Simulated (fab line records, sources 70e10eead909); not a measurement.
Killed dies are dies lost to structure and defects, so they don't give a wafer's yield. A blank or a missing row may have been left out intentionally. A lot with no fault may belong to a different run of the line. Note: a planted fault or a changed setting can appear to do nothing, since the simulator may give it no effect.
Matching of chambers -- flow nandHarc -- NHARC_A_CHANNEL_FILL_D1_ALD_25 on aldHk-04 has 4 sister chambers
The step deposits SiOx, target thk 60 nm, pulse time 10 s, ald cycles 600. 4 wafers are shown with their chamber, then 7 later ones without.

== WAFERS PAIRED WITH THEIR CHAMBERS ==
wafer,chamber,heaterPowerW (W)
L079.3,3,465
L084.6,2,452
L089.2,1,411
L089.1,0,506

== WAFERS MISSING THEIR CHAMBER ==
wafer,heaterPowerW (W)
L089.6,392
L091.3,475
L091.4,495
L091.6,460
L093.4,471
L093.5,470
L093.6,471

== WHICH CHAMBER EACH ONE RAN IN ==
wafer,from the rows above,in truth
L089.6,1,1
L091.3,can't be placed: 3 or 2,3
L091.4,can't be placed: 0 or 3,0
L091.6,can't be placed: 3 or 2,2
L093.4,can't be placed: 3 or 2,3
L093.5,can't be placed: 3 or 2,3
L093.6,can't be placed: 3 or 2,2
1 of 7 placed correctly. Cannot be placed on the basis of these rows: 6; the candidates contain the true chamber in 6. Number placed wrongly: 0.
How it was worked out, from the rows above alone: a wafer's distance from a chamber is the root of the sum, over the readings, of the square of ((its reading less the chamber's mean) divided by the reading's scatter). The wafer belongs to the nearest chamber; if the next one is less than 2 further off, it can't be placed. A chamber's mean is the mean of its shown wafers. The scatter: root of mean squared gap, hidden wafer to nearest shown wafer, with one shown wafer a chamber.
